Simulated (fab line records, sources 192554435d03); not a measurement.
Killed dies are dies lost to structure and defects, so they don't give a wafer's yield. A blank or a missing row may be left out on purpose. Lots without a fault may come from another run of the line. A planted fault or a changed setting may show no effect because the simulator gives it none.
Chamber matching | flow n5_finfet | N5_ZERO_LAYER_DESCUM_16 on rie_diel-05: 3 sister chambers
The step chemistry O2, time 7.9 s. 14 wafers are shown with their chamber, then 6 later ones without.

WAFERS WITH THEIR CHAMBER
wafer  | chamber | throttle_valve_pct (%) | oes_product_au (a.u.) | showerhead_plenum_p_Torr (Torr)
L273.2 | 3       | 20.48                  | 0.71                  | 2.10
L273.3 | 3       | 20.48                  | 0.71                  | 2.10
L273.5 | 3       | 20.47                  | 0.72                  | 2.10
L274.1 | 1       | 20.15                  | 0.80                  | 2.12
L274.2 | 0       | 20.74                  | 0.68                  | 1.98
L274.5 | 1       | 20.16                  | 0.79                  | 2.12
L275.2 | 1       | 20.16                  | 0.80                  | 2.12
L275.5 | 0       | 20.76                  | 0.67                  | 1.98
L275.6 | 3       | 20.48                  | 0.71                  | 2.10
L285.2 | 1       | 20.19                  | 0.77                  | 2.11
L285.4 | 1       | 20.20                  | 0.78                  | 2.11
L285.5 | 3       | 20.52                  | 0.69                  | 2.09
L287.3 | 1       | 20.20                  | 0.77                  | 2.11
L287.4 | 0       | 20.37                  | 1.00                  | 2.24

SIGNATURES (means of the wafers above)
reading                  | chamber 0 | chamber 1 | chamber 3 | scatter within a chamber
throttle_valve_pct       | 20.6233   | 20.1767   | 20.4860   | 0.0956
oes_product_au           | 0.7833    | 0.7850    | 0.7080    | 0.0808
showerhead_plenum_p_Torr | 2.0667    | 2.1150    | 2.0980    | 0.0642
Rule: a wafer's distance from a chamber is the root of the sum, over the readings, of the square of ((its reading less the chamber's mean) divided by the reading's scatter). The wafer belongs to the nearest chamber; if the next one is less than 2 further off, it can't be placed. The scatter: the root of (the sum of the squares of (reading less its chamber's mean) over the shown wafers, divided by (wafers less chambers)).

WAFERS WITHOUT THEIR CHAMBER
wafer  | throttle_valve_pct (%) | oes_product_au (a.u.) | showerhead_plenum_p_Torr (Torr)
L287.5 | 20.35                  | 1.00                  | 2.24
L290.3 | 20.20                  | 0.76                  | 2.11
L290.4 | 20.54                  | 0.69                  | 2.09
L291.1 | 20.36                  | 0.94                  | 2.24
L291.5 | 20.36                  | 0.95                  | 2.24
L291.6 | 20.20                  | 0.76                  | 2.11

WHICH CHAMBER EACH WENT THROUGH
wafer  | from the rows above          | in truth
L287.5 | can't be placed: 1 or 3 or 0 | 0
L290.3 | 1                            | 1
L290.4 | can't be placed: 3 or 0      | 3
L291.1 | can't be placed: 1 or 3 or 0 | 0
L291.5 | can't be placed: 1 or 3 or 0 | 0
L291.6 | 1                            | 1
Placed correctly: 2 of 6. Can't be placed from these rows: 4 (the true chamber is among the candidates in 4). Placed wrongly: 0.
